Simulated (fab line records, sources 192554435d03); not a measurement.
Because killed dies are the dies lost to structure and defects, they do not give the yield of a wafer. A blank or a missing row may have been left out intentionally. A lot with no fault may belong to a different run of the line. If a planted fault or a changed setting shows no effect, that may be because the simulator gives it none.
Which tool did it?	flow n5-finfet	23 lots with 69 wafers sampled at 4 steps, on a route of 1938 steps

WHAT EACH GAUGE READ, for each wafer
N5_BEOL_M1_RS_MEAS_58: the measuring method here is four-point-probe. Usual: for M1_RS the level is 0.68 ohm/sq and the standard deviation is 0.031.
lot	measured	on	M1_RS (ohm/sq)	flag
L074	day 6 16:16	film-metro-01	0.74 0.65 0.69	
L075	day 6 16:48	film-metro-01	0.70 0.63 0.65	
L076	day 7 04:20	film-metro-02	0.68 0.65 0.65	
L077	day 7 06:54	film-metro-02	0.66 0.62 0.63	
L078	day 7 15:59	film-metro-01	0.73 0.73 0.65	
L079	day 7 23:20	film-metro-01	0.66 0.67 0.65	
L080	day 8 00:32	film-metro-01	0.71 0.72 0.70	
L081	day 8 03:29	film-metro-01	0.66 0.63 0.66	
L082	day 8 15:16	film-metro-01	0.69 0.70 0.69	
L083	day 8 18:05	film-metro-02	0.71 0.63 0.68	
L084	day 8 22:57	film-metro-01	0.70 0.69 0.66	
L086	day 9 10:08	film-metro-01	0.66 0.65 0.63	
L085	day 9 14:13	film-metro-02	0.64 0.66 0.63	
L087	day 9 21:38	film-metro-01	0.68 0.67 0.68	
L088	day 10 00:43	film-metro-01	0.65 0.72 0.63	
L089	day 10 06:01	film-metro-01	0.72 0.68 0.70	
L091	day 10 20:24	film-metro-02	0.67 0.70 0.73	
L092	day 11 00:26	film-metro-02	0.67 0.71 0.69	
L093	day 11 09:31	film-metro-01	0.67 0.68 0.71	
L094	day 11 10:45	film-metro-01	0.69 0.69 0.70	
L095	day 11 13:58	film-metro-01	0.70 0.67 0.64	
L096	day 12 00:08	film-metro-02	0.74 0.63 0.68	
L097	day 12 00:43	film-metro-01	0.65 0.65 0.63	

WHICH TOOL RAN EACH LOT (tool, then ch and the chambers of the sampled wafers, then the start)
lot	N5_BEOL_M1_ANNEAL_51	N5_BEOL_M1_CMP_52	N5_BEOL_M1_CO_CAP_55
L074	rtp-anneal-01 ch 0, day 6 15:19	cmp-02 ch 1,2,3, day 6 15:37	cvd-co-01 ch 0,2, day 6 16:02
L075	rtp-anneal-01 ch 0, day 6 15:59	cmp-03 ch 0,1,2, day 6 16:11	cvd-co-02 ch 0,2, day 6 16:37
L076	rtp-anneal-01 ch 0, day 7 03:35	cmp-04 ch 1,3, day 7 03:47	cvd-co-02 ch 1,2, day 7 04:10
L077	rtp-anneal-02 ch 0, day 7 06:04	cmp-03 ch 0,1,2, day 7 06:27	cvd-co-01 ch 1,2, day 7 06:43
L078	rtp-anneal-02 ch 0, day 7 15:08	cmp-04 ch 0,1,2, day 7 15:31	cvd-co-02 ch 0,1,2, day 7 15:48
L079	rtp-anneal-01 ch 0, day 7 22:29	cmp-04 ch 1,2, day 7 22:49	cvd-co-02 ch 0,1, day 7 23:08
L080	rtp-anneal-01 ch 0, day 7 23:40	cmp-04 ch 0,1,2, day 7 23:59	cvd-co-02 ch 0,1,2, day 8 00:22
L081	rtp-anneal-01 ch 0, day 8 02:40	cmp-03 ch 0,1,2, day 8 03:01	cvd-co-02 ch 0,1,2, day 8 03:19
L082	rtp-anneal-02 ch 0, day 8 14:25	cmp-03 ch 0,1,2, day 8 14:43	cvd-co-01 ch 0,1,2, day 8 15:05
L083	rtp-anneal-02 ch 0, day 8 17:11	cmp-04 ch 0,1,3, day 8 17:35	cvd-co-02 ch 1,2, day 8 17:53
L084	rtp-anneal-02 ch 0, day 8 19:51	cmp-04 ch 0,1,3, day 8 20:04	cvd-co-02 ch 0,2, day 8 22:46
L086	rtp-anneal-02 ch 0, day 9 09:19	cmp-04 ch 0,2, day 9 09:37	cvd-co-01 ch 1,2, day 9 09:57
L085	rtp-anneal-01 ch 0, day 9 13:05	cmp-03 ch 0,2,3, day 9 13:40	cvd-co-02 ch 0,2, day 9 14:01
L087	rtp-anneal-02 ch 0, day 9 20:53	cmp-03 ch 1,3, day 9 21:07	cvd-co-02 ch 1,2, day 9 21:28
L088	rtp-anneal-01 ch 0, day 9 23:52	cmp-02 ch 0,1,2, day 10 00:10	cvd-co-02 ch 0,1, day 10 00:32
L089	rtp-anneal-02 ch 0, day 10 05:09	cmp-04 ch 2,3, day 10 05:30	cvd-co-02 ch 0,1,2, day 10 05:50
L091	rtp-anneal-02 ch 0, day 10 19:31	cmp-02 ch 2,3, day 10 19:49	cvd-co-01 ch 0,1, day 10 20:13
L092	rtp-anneal-01 ch 0, day 10 23:34	cmp-02 ch 1,2,3, day 10 23:55	cvd-co-02 ch 0,1,2, day 11 00:14
L093	rtp-anneal-02 ch 0, day 11 08:43	cmp-03 ch 1,2,3, day 11 09:00	cvd-co-01 ch 0,1, day 11 09:20
L094	rtp-anneal-01 ch 0, day 11 09:53	cmp-04 ch 0,1,3, day 11 10:13	cvd-co-01 ch 0,1,2, day 11 10:34
L095	rtp-anneal-01 ch 0, day 11 13:09	cmp-04 ch 1,3, day 11 13:24	cvd-co-02 ch 0,1,2, day 11 13:46
L096	rtp-anneal-01 ch 0, day 11 23:20	cmp-04 ch 1,2, day 11 23:35	cvd-co-02 ch 0,1, day 11 23:58
L097	rtp-anneal-01 ch 0, day 11 23:52	cmp-03 ch 2,3, day 12 00:10	cvd-co-02 ch 0,2, day 12 00:32
- N5_BEOL_M1_ANNEAL_51: time 90 s.
- N5_BEOL_M1_CMP_52: polishes, stops on SiOC, t overpolish 6.8 s, target thk 40 nm.
- N5_BEOL_M1_CO_CAP_55: material Co, precursor CCTBA/H2, target thk 2 nm, time 102.1 s.

WHAT THE TOOLS THEMSELVES READ (means of the sampled wafers that have a number; where no wafer has one, the mark that the record gives instead)
N5_BEOL_M1_ANNEAL_51. Usual: wafer_temp_C_max at 226.1, with a standard deviation of 0.45.
lot	tool	wafer_temp_C_max	flag
L074	rtp-anneal-01	226.0	
L075	rtp-anneal-01	226.6	
L076	rtp-anneal-01	226.1	
L077	rtp-anneal-02	225.7	
L078	rtp-anneal-02	225.8	
L079	rtp-anneal-01	226.3	
L080	rtp-anneal-01	226.5	
L081	rtp-anneal-01	226.3	
L082	rtp-anneal-02	225.4	
L083	rtp-anneal-02	225.6	
L084	rtp-anneal-02	225.8	
L086	rtp-anneal-02	225.7	
L085	rtp-anneal-01	226.6	
L087	rtp-anneal-02	225.6	
L088	rtp-anneal-01	226.5	
L089	rtp-anneal-02	225.7	
L091	rtp-anneal-02	225.8	
L092	rtp-anneal-01	226.4	
L093	rtp-anneal-02	225.7	
L094	rtp-anneal-01	226.3	
L095	rtp-anneal-01	226.1	
L096	rtp-anneal-01	226.2	
L097	rtp-anneal-01	226.8	

N5_BEOL_M1_CMP_52. Usual: barrier-field-endpoint-s 24.6 s, standard deviation 0.56; edge-zone-pressure-frac 1.000, standard deviation 0.0046; motor-current-A 6.2 A, standard deviation 0.67; overpolish-run-s 6.800 s, standard deviation 0.0092; retaining-ring-pressure-frac 0.999, standard deviation 0.005; time-to-endpoint-s 61.9 s, standard deviation 2.6.
lot	tool	barrier-field-endpoint-s (s)	edge-zone-pressure-frac	motor-current-A (A)	overpolish-run-s (s)	retaining-ring-pressure-frac	time-to-endpoint-s (s)	flag
L074	cmp-02	24.5	1.000	6.0	6.793	0.999	62.6	
L075	cmp-03	24.6	1.001	6.2	6.796	0.995	60.9	
L076	cmp-04	24.7	1.005	5.9	6.794	0.997	61.5	
L077	cmp-03	24.8	1.000	6.2	6.802	1.001	64.7	
L078	cmp-04	24.3	1.002	6.1	6.800	0.996	60.9	
L079	cmp-04	24.4	1.003	5.5	6.808	1.001	60.9	
L080	cmp-04	24.3	1.002	6.1	6.794	0.998	61.8	
L081	cmp-03	24.5	0.996	6.1	6.799	1.004	60.9	
L082	cmp-03	23.8	1.003	6.1	6.805	0.999	62.4	
L083	cmp-04	23.9	0.996	6.5	6.805	1.000	60.2	
L084	cmp-04	24.2	1.003	6.5	6.806	1.002	59.5	
L086	cmp-04	25.1	1.003	6.3	6.797	0.999	63.2	
L085	cmp-03	25.9	0.998	5.8	6.796	1.002	64.8	
L087	cmp-03	25.2	1.002	6.9	6.792	1.001	64.2	
L088	cmp-02	24.8	0.999	6.1	6.808	0.997	60.1	
L089	cmp-04	24.3	0.997	6.7	6.803	1.002	60.6	
L091	cmp-02	24.2	0.997	5.7	6.796	1.002	63.5	
L092	cmp-02	25.0	1.000	6.1	6.794	0.996	62.2	
L093	cmp-03	24.9	0.998	6.3	6.799	1.003	59.6	
L094	cmp-04	24.7	1.000	6.5	6.793	1.001	63.0	
L095	cmp-04	24.5	0.998	5.9	6.797	0.996	59.9	
L096	cmp-04	24.8	0.999	5.5	6.795	0.997	64.2	
L097	cmp-03	24.9	0.999	5.8	6.803	1.004	64.5	

N5_BEOL_M1_CO_CAP_55. Usual: chamber-pressure-Torr 30.00 Torr, standard deviation 0.062; heater-power-w 237 W, standard deviation 21.
lot	tool	chamber-pressure-Torr (Torr)	heater-power-w (W)	flag
L074	cvd-co-01	29.97	222	
L075	cvd-co-02	30.01	240	
L076	cvd-co-02	29.96	218	
L077	cvd-co-01	29.95	255	
L078	cvd-co-02	30.01	234	
L079	cvd-co-02	30.03	253	
L080	cvd-co-02	30.03	235	
L081	cvd-co-02	29.98	235	
L082	cvd-co-01	30.01	239	
L083	cvd-co-02	29.92	224	
L084	cvd-co-02	30.08	224	
L086	cvd-co-01	29.98	256	
L085	cvd-co-02	30.03	224	
L087	cvd-co-02	30.08	220	
L088	cvd-co-02	30.01	249	
L089	cvd-co-02	30.00	240	
L091	cvd-co-01	29.92	250	
L092	cvd-co-02	30.00	238	
L093	cvd-co-01	29.99	246	
L094	cvd-co-01	30.04	243	
L095	cvd-co-02	30.01	231	
L096	cvd-co-02	29.98	253	
L097	cvd-co-02	29.99	225	

THE ANSWER, worked out from the rows above alone
Rule: take the mean of a lot's wafers that have a number; if it is more than 3 standard deviations from the usual mean, the lot is off. Also off: a lot with no number at a reading for which 4 or more lots have one. Any other lot the step has rows for is counted as sound. First the gauges in route order, then the tools' own readings, where a lot's mean is used as printed above. At the first step where some lot is off, the reading lying furthest off is the one used; lots without a number count as furthest.
Nothing can be told from this: no lot is off at any reading shown.

WHAT THE SIMULATOR HAD INSERTED
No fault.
